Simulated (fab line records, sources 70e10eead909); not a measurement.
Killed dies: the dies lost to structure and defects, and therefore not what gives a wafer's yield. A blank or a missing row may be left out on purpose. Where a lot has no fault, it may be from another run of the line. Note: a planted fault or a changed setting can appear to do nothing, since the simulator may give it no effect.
Tool commonality check	flow nand harc	3 lots and 9 wafers in the sample

== WHY IT WAS OPENED ==
At NHARC_END_SORT_01 the reading killed at periphery is flagged on 1 of 3 lots. No-fault wafers: 3.6, standard deviation 2.3.
Rule: a lot is flagged when every wafer of it that has a number lies more than 4 standard deviations from that mean, or none has a number. The rest of the lots are taken to be sound.

lot	measured	on	killed at periphery, wafer by wafer	flag
L825	day 21 00:05	prober-01	4 4 4	
L831	day 21 16:42	prober-01	645 649 638	FLAGGED
L842	day 25 09:14	prober-02	2 4 3	
The numbers of the flagged lots are 644.0 on average: +640.4 against the usual, or +99 or more standard deviations.

== WHICH TOOL RAN EACH LOT ==
Before the reading, the record contains 3 process steps out of a 1159-step route. Cell contents, in order: the tool; ch with the chambers the sampled wafers went through; the start.
lot	flag	NHARC_P_ZERO_WELL_ETCH_62	NHARC_P_ZERO_WELL_EXPOSE_34	NHARC_P_STI_DESCUM_14
L825		rie diel-07 ch 0,1,2, day 2 15:56 or earlier	krf scanner-01 ch 0, day 2 15:56	rie diel-11 ch 0,1,2, day 3 12:41
L831	FLAGGED	rie diel-07 ch 0,1, day 4 04:01 or earlier	krf scanner-01 ch 0, day 4 04:01	no row
L842		rie diel-09 ch 1,3, day 6 22:04 or earlier	krf scanner-04 ch 0, day 6 22:04	rie diel-08 ch 0,2, day 7 19:17
These steps, and what they do:
- NHARC_P_ZERO_WELL_ETCH_62: etches the open film in CHF3/Ar, target depth 13 nm, time 6.5 s.
- NHARC_P_ZERO_WELL_EXPOSE_34: exposes mask P PWELL, target cd 720 nm.
- NHARC_P_STI_DESCUM_14: chemistry O2, time 3 s.
- NHARC_END_SORT_01

== FLAGGED OVER TOTAL, TOOL BY TOOL (the gauges that took the reading come last) ==
step	tool	lots run	flagged	share of the flagged lots	sound lots run after its first flagged lot
NHARC_P_ZERO_WELL_ETCH_62	rie diel-07	2	1	all	0
NHARC_P_ZERO_WELL_ETCH_62	rie diel-09	1	0	none	-
NHARC_P_ZERO_WELL_EXPOSE_34	krf scanner-01	2	1	all	0
NHARC_P_ZERO_WELL_EXPOSE_34	krf scanner-04	1	0	none	-
NHARC_P_STI_DESCUM_14	rie diel-08	1	0	none	-
NHARC_P_STI_DESCUM_14	rie diel-11	1	0	none	-
NHARC_END_SORT_01	prober-01	2	1	all	0
NHARC_END_SORT_01	prober-02	1	0	none	-
NHARC_P_ZERO_WELL_ETCH_62: start missing for some lots; hours and lot order therefore follow NHARC_P_ZERO_WELL_EXPOSE_34.

== THE TABLE: WHAT IT ALLOWS ==
Every flagged lot was run by 3 rows of the table: rie diel-07 at NHARC_P_ZERO_WELL_ETCH_62, krf scanner-01 at NHARC_P_ZERO_WELL_EXPOSE_34 and prober-01 at NHARC_END_SORT_01.
- rie diel-07 at NHARC_P_ZERO_WELL_ETCH_62 ran 2 lots, 1 of them flagged. It ran its last sound lot, L825, at day 2 15:56 and its first flagged lot, L831, at day 4 04:01: a fault with its onset between the two fits.
- krf scanner-01 at NHARC_P_ZERO_WELL_EXPOSE_34 ran 2 lots, 1 of them flagged. It ran its last sound lot, L825, at day 2 15:56 and its first flagged lot, L831, at day 4 04:01: a fault with its onset between the two fits.
- prober-01 at NHARC_END_SORT_01 ran 2 lots, 1 of them flagged. It ran its last sound lot, L825, at day 21 00:05 and its first flagged lot, L831, at day 21 16:42: a fault with its onset between the two fits.
Because each of these 3 tools fits a fault that began at some hour, counting lots does not separate them. More lots, or a look at what each step does to the wafer, might.

== WHAT THE SIMULATOR HAD PUT IN ==
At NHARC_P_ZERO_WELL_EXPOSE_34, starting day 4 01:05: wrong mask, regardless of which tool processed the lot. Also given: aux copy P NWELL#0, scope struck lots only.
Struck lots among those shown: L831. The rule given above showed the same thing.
